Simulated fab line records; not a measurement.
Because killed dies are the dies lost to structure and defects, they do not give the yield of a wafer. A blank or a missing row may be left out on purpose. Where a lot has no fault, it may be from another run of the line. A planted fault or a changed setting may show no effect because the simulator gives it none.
Comparing a struck lot with a sound one | flow nand-harc | 18 steps out of a route of 1302
Sound: the wafers L559.2, L559.3, L559.6. Wafers struck: L564.1, L564.5, L564.6. The cause comes at the end.
Order at every step that has rows: each side's tool, ch and its chambers, its first start. Under that, the readings that differ: sound wafers | struck wafers | difference of the means | sigmas: that difference in standard deviations of wafers without a fault.
alike: a reading whose means differ by less than 2 such deviations, as well as words and numbers matching on both sides. not compared: withheld readings; readings where some wafer has no value; bounds like >300 that might hide an equal value; numbers whose values overlap and for which the record gives no deviation.
Wherever a step has rows on one side only, a row that says differs or no value, or a row with sigmas, the two part there. Numbers that have no deviation but don't overlap get no sigmas and don't part them. A reading that every wafer of one side lacks parts them only if that side has two wafers or more.

NHARC_P_M0_OVL_MEAS_10: pitch 180 nm.
  struck on overlay-02, day 8 23:05; sound on overlay-02, day 7 01:31
  alike: overlay-x-nm, overlay-y-nm
NHARC_P_M0_INSPECT_11:
  struck on defect-inspect-02, day 8 23:07; sound on defect-inspect-02, day 7 01:33
  alike: raw-defect-count
then, 1 step without rows for these wafers: NHARC_P_M0_DESCUM_14 (chemistry O2, time 3 s).
NHARC_P_M0_ETCH_34: etches the open film in N2/H2, target depth 40 nm, overetch 12 nm, time 43.94 s.
  sound on rie-diel-07 ch 0,1,3, day 7 01:43; struck on rie-diel-01 ch 1,2, day 8 23:16
  alike: drypump-motor-current-A, oes-product-au, rf-vpp-V, showerhead-plenum-p-Torr, throttle-valve-pct
  not compared: rf-hours-counter-h
then, 1 step without rows for these wafers: NHARC_P_M0_ETCH_15 (etches the open film in C4F8/Ar, target depth 150 nm, overetch 15 nm, time 82.5 s).
NHARC_P_M0_CD_MEAS_16:
  struck on cd-sem-01, day 8 23:29; sound on cd-sem-01, day 7 01:55
  alike: cd-nm
NHARC_P_M0_STRIP_18: strips in N2/H2.
  sound on rie-diel-04 ch 0,2,3, day 7 02:01; struck on rie-diel-04 ch 1,2, day 8 23:33
  alike: drypump-motor-current-A, oes-product-au, rf-vpp-V, showerhead-plenum-p-Torr, throttle-valve-pct
  not compared: rf-hours-counter-h
then, 1 step without rows for these wafers: NHARC_P_M0_STRIP_19 (strips in post etch residue remover, time 600 s).
NHARC_P_M0_DEGAS_28: time 60 s.
  struck on pvd-sputter-02, day 9 00:07; sound on pvd-sputter-01, day 7 02:32
  alike: heater-power-w
NHARC_P_M0_PRE_CLEAN_29: time 30 s.
  sound on pvd-sputter-01; struck on pvd-sputter-02
  alike: heater-power-w
then, 1 step without rows for these wafers: NHARC_P_M0_PVD_20 (deposits TaN, target thk 5 nm, time 8.06 s).
NHARC_P_M0_PVD_21: deposits Cu, target thk 30 nm, time 20.49 s.
  sound on pvd-sputter-01; struck on pvd-sputter-02
  alike: throttle-valve-pct
NHARC_P_M0_ECD_22: material Cu, target thk 400 nm.
  sound on ecd-cu-01 ch 0,1, day 7 02:56; struck on ecd-cu-02 ch 0,1, day 9 00:30
  no value came back on the struck wafers for bath-heat-duty-pct (%), bath-temp-c (C); on the sound wafers bath-heat-duty-pct (%) reads 5.9 7.3 7.1
then, 1 step without rows for these wafers: NHARC_P_M0_ANNEAL_30 (time 90 s).
NHARC_P_M0_CMP_23: polishes, t overpolish 20 s, target thk 117.54 nm.
  sound on cmp-01 ch 0,1,3, day 7 03:37; struck on cmp-04 ch 0,1,3, day 9 01:16
  reading                | sound          | struck      | difference | sigmas
  time-to-endpoint-s (s) | 26.0 29.3 28.7 | 0.9 4.0 1.6 | -25.8      | -12
  alike: edge-zone-pressure-frac, motor-current-A
NHARC_P_M0_THK_MEAS_24: measures by xrf.
  struck on film-metro-01, day 9 01:29; sound on film-metro-01, day 7 03:56
  reading     | sound             | struck         | difference | sigmas
  thk-nm (nm) | 116.8 115.4 119.2 | 30.8 27.7 29.7 | -87.7      | -63
after that, 1 step had no rows for these wafers: NHARC_P_M0_SRD_25.
-- jump in the record: it breaks off in module P_M0 and resumes in module END (first step shown: number 1302 of the route), and 18 days separate the struck wafers' starts before and after --
NHARC_END_SORT_01:
  only the struck wafers appear in the record here, on prober-02 ch 0 at day 27 01:10; the sound ones have no rows

WHERE THEY PART
First at NHARC_P_M0_ECD_22; last, within this record, at NHARC_END_SORT_01.

WHY: the cause the simulator had injected
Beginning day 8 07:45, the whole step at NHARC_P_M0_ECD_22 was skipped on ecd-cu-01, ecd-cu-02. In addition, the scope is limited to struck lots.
